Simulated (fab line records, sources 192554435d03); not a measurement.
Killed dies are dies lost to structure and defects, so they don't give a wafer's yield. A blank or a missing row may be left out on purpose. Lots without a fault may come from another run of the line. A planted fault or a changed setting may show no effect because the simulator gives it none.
Chamber matching | flow n5_finfet | N5_HKMG_FIN_DESCUM_53 on rie_diel-06: 4 sister chambers
The step chemistry O2, time 7.9 s. 8 wafers are shown with their chamber, then 8 later ones without.

WAFERS WITH THEIR CHAMBER
wafer  | chamber | drypump_motor_current_A (A) | showerhead_plenum_p_Torr (Torr)
L079.6 | 1       | 4.8                         | 2.02
L080.2 | 3       | 6.7                         | 2.08
L085.2 | 2       | 5.3                         | 1.98
L085.5 | 0       | 5.1                         | 2.03
L089.2 | 1       | 4.8                         | 2.01
L089.3 | 2       | 5.4                         | 1.97
L089.6 | 3       | 6.7                         | 2.07
L093.1 | 0       | 5.2                         | 2.03

WAFERS WITHOUT THEIR CHAMBER
wafer  | drypump_motor_current_A (A) | showerhead_plenum_p_Torr (Torr)
L093.3 | 4.8                         | 2.01
L093.5 | 6.7                         | 2.07
L095.2 | 6.7                         | 2.07
L095.3 | 5.3                         | 1.97
L095.5 | 6.7                         | 2.07
L096.2 | 5.2                         | 2.02
L096.4 | 6.7                         | 2.07
L096.6 | 5.4                         | 1.97

WHICH CHAMBER EACH WENT THROUGH
wafer  | from the rows above | in truth
L093.3 | 1                   | 1
L093.5 | 3                   | 3
L095.2 | 3                   | 3
L095.3 | 2                   | 2
L095.5 | 3                   | 3
L096.2 | 0                   | 0
L096.4 | 3                   | 3
L096.6 | 2                   | 2
Placed correctly: 8 of 8. Can't be placed from these rows: 0. Placed wrongly: 0.
How it was worked out, from the rows above alone: a wafer's distance from a chamber is the root of the sum, over the readings, of the square of ((its reading less the chamber's mean) divided by the reading's scatter). The wafer belongs to the nearest chamber; if the next one is less than 2 further off, it can't be placed. A chamber's mean is the mean of its shown wafers. The scatter: the root of (the sum of the squares of (reading less its chamber's mean) over the shown wafers, divided by (wafers less chambers)).
